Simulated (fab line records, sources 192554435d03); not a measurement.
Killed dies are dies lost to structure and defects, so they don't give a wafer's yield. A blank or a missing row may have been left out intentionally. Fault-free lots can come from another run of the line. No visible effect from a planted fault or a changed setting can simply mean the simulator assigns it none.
Lot-split experiment || flow n5-finfet || 39 wafers read across 7 lots, on a route 1938 steps long

== SPLIT DETAILS ==
At N5_HKMG_FIN_ETCH_35 (etches SOC in N2/H2, target depth 215.8 nm, time 243.4 s), the setting bias-w was moved away from the recipe's 5 W on 15 of the 39 wafers read, by -18.5% to +10.8%. For the rest of the wafers, this setting stayed at what the recipe calls for.

The reading is taken at the split's own step.

== THE READING ==
rf-vpp-V, in V, at N5_HKMG_FIN_ETCH_35 (etches SOC in N2/H2, target depth 215.8 nm, time 243.4 s). On this fab line, fault-free wafers typically give 141.7 V with a standard deviation of 1.1 V.

{"wafer": "L078.1", "tool, chamber at the split": "rie-diel-02, 3", "bias-w as run, W": 5, "against the recipe": "recipe", "rf-vpp-V, V": 142.0, "against lot-mates on the recipe": "-"}
{"wafer": "L078.2", "tool, chamber at the split": "rie-diel-02, 0", "bias-w as run, W": 5, "against the recipe": "recipe", "rf-vpp-V, V": 141.0, "against lot-mates on the recipe": "-"}
{"wafer": "L078.3", "tool, chamber at the split": "rie-diel-02, 2", "bias-w as run, W": 5, "against the recipe": "recipe", "rf-vpp-V, V": 141.2, "against lot-mates on the recipe": "-"}
{"wafer": "L078.4", "tool, chamber at the split": "rie-diel-02, 1", "bias-w as run, W": 5, "against the recipe": "recipe", "rf-vpp-V, V": 140.2, "against lot-mates on the recipe": "-"}
{"wafer": "L078.5", "tool, chamber at the split": "rie-diel-02, 3", "bias-w as run, W": 5, "against the recipe": "recipe", "rf-vpp-V, V": 142.3, "against lot-mates on the recipe": "-"}
{"wafer": "L078.6", "tool, chamber at the split": "rie-diel-02, 0", "bias-w as run, W": 5, "against the recipe": "recipe", "rf-vpp-V, V": 140.9, "against lot-mates on the recipe": "-"}
{"wafer": "L081.1", "tool, chamber at the split": "rie-diel-02, 2", "bias-w as run, W": 4.073, "against the recipe": "-18.5%", "rf-vpp-V, V": 123.4, "against lot-mates on the recipe": -18.1}
{"wafer": "L081.2", "tool, chamber at the split": "rie-diel-02, 0", "bias-w as run, W": 5, "against the recipe": "recipe", "rf-vpp-V, V": 142.8, "against lot-mates on the recipe": "-"}
{"wafer": "L081.3", "tool, chamber at the split": "rie-diel-02, 1", "bias-w as run, W": 4.073, "against the recipe": "-18.5%", "rf-vpp-V, V": 124.2, "against lot-mates on the recipe": -17.3}
{"wafer": "L081.4", "tool, chamber at the split": "rie-diel-02, 3", "bias-w as run, W": 4.073, "against the recipe": "-18.5%", "rf-vpp-V, V": 124.8, "against lot-mates on the recipe": -16.7}
{"wafer": "L081.5", "tool, chamber at the split": "rie-diel-02, 0", "bias-w as run, W": 5, "against the recipe": "recipe", "rf-vpp-V, V": 141.2, "against lot-mates on the recipe": "-"}
{"wafer": "L081.6", "tool, chamber at the split": "rie-diel-02, 1", "bias-w as run, W": 5, "against the recipe": "recipe", "rf-vpp-V, V": 140.4, "against lot-mates on the recipe": "-"}
{"wafer": "L083.1", "tool, chamber at the split": "rie-diel-01, 2", "bias-w as run, W": 5, "against the recipe": "recipe", "rf-vpp-V, V": 142.0, "against lot-mates on the recipe": "-"}
{"wafer": "L083.2", "tool, chamber at the split": "rie-diel-01, 3", "bias-w as run, W": 5, "against the recipe": "recipe", "rf-vpp-V, V": 142.9, "against lot-mates on the recipe": "-"}
{"wafer": "L083.3", "tool, chamber at the split": "rie-diel-01, 1", "bias-w as run, W": 4.684, "against the recipe": "-6.3%", "rf-vpp-V, V": 137.0, "against lot-mates on the recipe": -5.3}
{"wafer": "L083.4", "tool, chamber at the split": "rie-diel-01, 0", "bias-w as run, W": 4.684, "against the recipe": "-6.3%", "rf-vpp-V, V": 135.9, "against lot-mates on the recipe": -6.4}
{"wafer": "L083.5", "tool, chamber at the split": "rie-diel-01, 0", "bias-w as run, W": 4.684, "against the recipe": "-6.3%", "rf-vpp-V, V": 135.3, "against lot-mates on the recipe": -7.0}
{"wafer": "L083.6", "tool, chamber at the split": "rie-diel-01, 1", "bias-w as run, W": 5, "against the recipe": "recipe", "rf-vpp-V, V": 141.9, "against lot-mates on the recipe": "-"}
{"wafer": "L087.1", "tool, chamber at the split": "rie-diel-01, 1", "bias-w as run, W": 5, "against the recipe": "recipe", "rf-vpp-V, V": 141.7, "against lot-mates on the recipe": "-"}
{"wafer": "L087.5", "tool, chamber at the split": "rie-diel-01, 3", "bias-w as run, W": 5, "against the recipe": "recipe", "rf-vpp-V, V": 142.2, "against lot-mates on the recipe": "-"}
{"wafer": "L087.6", "tool, chamber at the split": "rie-diel-01, 2", "bias-w as run, W": 5, "against the recipe": "recipe", "rf-vpp-V, V": 142.7, "against lot-mates on the recipe": "-"}
{"wafer": "L092.1", "tool, chamber at the split": "rie-diel-02, 1", "bias-w as run, W": 5.511, "against the recipe": "+10.2%", "rf-vpp-V, V": 150.4, "against lot-mates on the recipe": "+8.8"}
{"wafer": "L092.2", "tool, chamber at the split": "rie-diel-02, 3", "bias-w as run, W": 5.511, "against the recipe": "+10.2%", "rf-vpp-V, V": 151.9, "against lot-mates on the recipe": "+10.3"}
{"wafer": "L092.3", "tool, chamber at the split": "rie-diel-02, 2", "bias-w as run, W": 5, "against the recipe": "recipe", "rf-vpp-V, V": 141.2, "against lot-mates on the recipe": "-"}
{"wafer": "L092.4", "tool, chamber at the split": "rie-diel-02, 0", "bias-w as run, W": 5.511, "against the recipe": "+10.2%", "rf-vpp-V, V": 150.1, "against lot-mates on the recipe": "+8.5"}
{"wafer": "L092.5", "tool, chamber at the split": "rie-diel-02, 2", "bias-w as run, W": 5, "against the recipe": "recipe", "rf-vpp-V, V": 140.0, "against lot-mates on the recipe": "-"}
{"wafer": "L092.6", "tool, chamber at the split": "rie-diel-02, 3", "bias-w as run, W": 5, "against the recipe": "recipe", "rf-vpp-V, V": 143.5, "against lot-mates on the recipe": "-"}
{"wafer": "L093.1", "tool, chamber at the split": "rie-diel-01, 1", "bias-w as run, W": 5, "against the recipe": "recipe", "rf-vpp-V, V": 142.3, "against lot-mates on the recipe": "-"}
{"wafer": "L093.2", "tool, chamber at the split": "rie-diel-01, 2", "bias-w as run, W": 5, "against the recipe": "recipe", "rf-vpp-V, V": 142.6, "against lot-mates on the recipe": "-"}
{"wafer": "L093.3", "tool, chamber at the split": "rie-diel-01, 3", "bias-w as run, W": 4.182, "against the recipe": "-16.4%", "rf-vpp-V, V": 127.6, "against lot-mates on the recipe": -15.1}
{"wafer": "L093.4", "tool, chamber at the split": "rie-diel-01, 0", "bias-w as run, W": 4.182, "against the recipe": "-16.4%", "rf-vpp-V, V": 126.0, "against lot-mates on the recipe": -16.7}
{"wafer": "L093.5", "tool, chamber at the split": "rie-diel-01, 2", "bias-w as run, W": 5, "against the recipe": "recipe", "rf-vpp-V, V": 143.2, "against lot-mates on the recipe": "-"}
{"wafer": "L093.6", "tool, chamber at the split": "rie-diel-01, 1", "bias-w as run, W": 4.182, "against the recipe": "-16.4%", "rf-vpp-V, V": 125.1, "against lot-mates on the recipe": -17.6}
{"wafer": "L097.1", "tool, chamber at the split": "rie-diel-01, 1", "bias-w as run, W": 5, "against the recipe": "recipe", "rf-vpp-V, V": 140.4, "against lot-mates on the recipe": "-"}
{"wafer": "L097.2", "tool, chamber at the split": "rie-diel-01, 3", "bias-w as run, W": 5.539, "against the recipe": "+10.8%", "rf-vpp-V, V": 152.5, "against lot-mates on the recipe": "+11.6"}
{"wafer": "L097.3", "tool, chamber at the split": "rie-diel-01, 2", "bias-w as run, W": 5.539, "against the recipe": "+10.8%", "rf-vpp-V, V": 152.9, "against lot-mates on the recipe": "+12.0"}
{"wafer": "L097.4", "tool, chamber at the split": "rie-diel-01, 0", "bias-w as run, W": 5.539, "against the recipe": "+10.8%", "rf-vpp-V, V": 149.8, "against lot-mates on the recipe": "+8.9"}
{"wafer": "L097.5", "tool, chamber at the split": "rie-diel-01, 1", "bias-w as run, W": 5, "against the recipe": "recipe", "rf-vpp-V, V": 139.6, "against lot-mates on the recipe": "-"}
{"wafer": "L097.6", "tool, chamber at the split": "rie-diel-01, 2", "bias-w as run, W": 5, "against the recipe": "recipe", "rf-vpp-V, V": 142.6, "against lot-mates on the recipe": "-"}

FIT RESULTS
A straight line over all 39 wafers: rf-vpp-V changes by +0.934 V for each +1% of bias-w; r = +0.99; the points scatter about the line by 1.1 V.
The same after taking each lot's own level away (the mean of its wafers on the recipe; 39 wafers): +0.964 V for each +1%; r = +0.99; scatter 0.99 V.
According to that fit, moving bias-w by its largest amount changes the reading by 18 V.
The span of the lots' own levels, 140.87 to 142.70 V, comes to 1.7 times the standard deviation stated above.
The two slopes agree, so the slope changes little with the lot-to-lot level.
Check: with one of the wafers moved furthest among these (-18.5%) left out of the fit, the line predicts -17.9 V for it against its lot-mates. Against them it came out at -18.1 V.
Tool readings at the split's step, against how far the setting was moved: rf-vpp-V r = +0.99.

== FURTHER SPLITS ON THESE WAFERS ==
These wafers also went through other splits before the reading. Each is held against what the fit with the lots' levels taken away leaves over:
{"other split on the same wafers": "N5_FIN_CUT_ETCH_21 time-s", "wafers away from the commonest value": 15, "r with rf-vpp-V (lot level and that fit taken away)": "+0.30"}
{"other split on the same wafers": "N5_DUMMY_GATE_ETCH_37 source-w", "wafers away from the commonest value": 12, "r with rf-vpp-V (lot level and that fit taken away)": "+0.15"}
{"other split on the same wafers": "N5_DUMMY_GATE_ETCH_42 bias-w", "wafers away from the commonest value": 15, "r with rf-vpp-V (lot level and that fit taken away)": -0.16}
{"other split on the same wafers": "N5_SD_EPI_N_EPI_21 pressure-torr", "wafers away from the commonest value": 30, "r with rf-vpp-V (lot level and that fit taken away)": "+0.18"}
{"other split on the same wafers": "N5_HKMG_FIN_ETCH_54 bias-w", "wafers away from the commonest value": 12, "r with rf-vpp-V (lot level and that fit taken away)": -0.09}
{"other split on the same wafers": "N5_HKMG_FIN_ETCH_58 source-w", "wafers away from the commonest value": 9, "r with rf-vpp-V (lot level and that fit taken away)": "+0.02"}

== THE WHOLE CHAIN: every reading that the file lists as answering this split, in the file's order ==
{"step": "N5_HKMG_FIN_ETCH_35", "what it does": "etches SOC in N2/H2, target depth 215.8 nm, time 243.4 s", "reading": "rf-vpp-V", "change (the file's fit)": "+0.966 V for each +1% of the setting", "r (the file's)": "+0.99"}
{"step": "N5_HKMG_FIN_ETCH_35", "what it does": "etches SOC in N2/H2, target depth 215.8 nm, time 243.4 s", "reading": "HKMG_FIN.feature-depth-nm (the simulator's own value, which no gauge read)", "change (the file's fit)": "+1.23 nm for each +1% of the setting", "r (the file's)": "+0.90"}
{"step": "N5_HKMG_FIN_ETCH_35", "what it does": "etches SOC in N2/H2, target depth 215.8 nm, time 243.4 s", "reading": "etch.depth-nm (the simulator's own value, which no gauge read)", "change (the file's fit)": "+1.23 nm for each +1% of the setting", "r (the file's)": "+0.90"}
{"step": "N5_HKMG_FIN_ETCH_35", "what it does": "etches SOC in N2/H2, target depth 215.8 nm, time 243.4 s", "reading": "SOC_of_HKMG_FIN_COAT_29.thk-nm (the simulator's own value, which no gauge read)", "change (the file's fit)": "-1.22 nm for each +1% of the setting", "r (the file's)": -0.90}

== THE FILE'S OWN FIT ==
rf-vpp-V changes by +0.966 V for each +1% of bias-w, r = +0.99.
